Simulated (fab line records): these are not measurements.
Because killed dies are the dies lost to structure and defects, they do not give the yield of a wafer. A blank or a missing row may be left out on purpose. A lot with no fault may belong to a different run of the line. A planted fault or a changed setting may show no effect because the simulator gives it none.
A struck lot beside a sound one | flow nandHarc | 14 out of 1159 route steps
Sound: the wafers L138.2, L138.4, L138.6. Wafers struck: L146.2, L146.4, L146.5. At the end, the cause is stated.
Order at every step that has rows: each side's tool, ch and its chambers, its first start. Under that, the readings that differ: sound wafers | struck wafers | difference of the means | sigmas: that difference in standard deviations of wafers without a fault.
alike: readings whose means differ by less than 2 such deviations, and words and numbers that are the same on both sides. not compared: withheld readings, readings that some wafer has no value for, bounds like >300 that may hide the same value, and numbers for which the record gives no deviation and whose values overlap.
Wherever a step has rows on one side only, a row that says differs or no value, or a row with sigmas, the two part there. Numbers that don't overlap but have no deviation are shown without sigmas and don't part them. A reading missing from all wafers of one side parts the sides only when that side holds two or more wafers.

first, 5 steps without rows for these wafers: NHARC_A_STAIRCASE_EBR_180; NHARC_A_STAIRCASE_EXPOSE_181 (exposes mask STAIR 2); NHARC_A_STAIRCASE_PEB_182 (peb time 130 s); NHARC_A_STAIRCASE_DEVELOP_183 (time 140 s); NHARC_A_STAIRCASE_HARDBAKE_185 (time 140 s).
NHARC_A_STAIRCASE_DESCUM_186: chemistry O2, time 3 s.
  sound on rieDiel-12 ch 0,3, day 12 21:13; struck on rieDiel-05 ch 1,2,3, day 14 21:17
  alike: drypumpMotorCurrentA, oesProductAu, rfVppV, showerheadPlenumPTorr, throttleValvePct
  not compared: rfHoursCounterH
NHARC_A_STAIRCASE_TRIM_187: chemistry O2, time 211.2 s.
  sound on rieDiel-12 ch 0,3, day 12 21:19; struck on rieDiel-05 ch 1,2,3, day 14 21:25
  alike: drypumpMotorCurrentA, oesProductAu, rfVppV, showerheadPlenumPTorr, throttleValvePct
  not compared: rfHoursCounterH
NHARC_A_STAIRCASE_ETCH_188: etches the open film in C4F8/O2, target depth 100 nm, time 40.5 s.
  sound: rieDiel-12 ch 0,1,2; struck: rieDiel-05 ch 0,1,3
  alike: biasW, chamberPressureMTorr, oesProductAu, rfVppV
  not compared: rfHoursCounterH
then, 1 step without rows for these wafers: NHARC_A_STAIRCASE_TRIM_189 (chemistry O2, time 211.2 s).
NHARC_A_STAIRCASE_ETCH_190: etches the open film in C4F8/O2, target depth 100 nm, time 40.5 s.
  sound: rieDiel-12 ch 1,3; struck: rieDiel-05 ch 1,2,3
  alike: biasW, chamberPressureMTorr, oesProductAu, rfVppV
  not compared: rfHoursCounterH
then, 1 step without rows for these wafers: NHARC_A_STAIRCASE_TRIM_191 (chemistry O2, time 211.2 s).
NHARC_A_STAIRCASE_ETCH_192: etches the open film in C4F8/O2, target depth 100 nm, time 40.5 s.
  sound on rieDiel-12 ch 0,2, day 12 22:10; struck on rieDiel-05 ch 1,2, day 15 00:15
  no value came back on the struck wafers for biasW (W), chamberPressureMTorr (mTorr), oesProductAu (a.u.), rfVppV (V); on the sound wafers biasW (W) reads 1003 1001 996
  not compared: rfHoursCounterH
NHARC_A_STAIRCASE_TRIM_193: chemistry O2, time 211.2 s.
  sound: rieDiel-12 ch 2,3; struck: rieDiel-05 ch 1,2,3
  alike: drypumpMotorCurrentA, oesProductAu, rfVppV, showerheadPlenumPTorr, throttleValvePct
  not compared: rfHoursCounterH
-- the record jumps here: 8 days lie between the struck wafers' starts before and after (it left off in module A_STAIRCASE and takes up again in module END, whose first step shown is number 1159 of the route) --
NHARC_END_SORT_01:
  sound on prober-02 ch 0, day 21 12:27; struck on prober-01 ch 0, day 23 05:09
reading           | sound    | struck      | difference | sigmas
killedAtArray     | 25 23 27 | 659 667 669 | +640       | +64
killedAtPeriphery | 2 3 1    | 18 10 7     | +10        | +3
killedDies        | 27 26 28 | 677 677 677 | +650       | +65
  alike: killedAtOther, killedOpen, killedShort

== WHERE THEY PART ==
Last at NHARC_END_SORT_01 as far as this record goes, first at NHARC_A_STAIRCASE_ETCH_192.

WHY: the cause the simulator had injected
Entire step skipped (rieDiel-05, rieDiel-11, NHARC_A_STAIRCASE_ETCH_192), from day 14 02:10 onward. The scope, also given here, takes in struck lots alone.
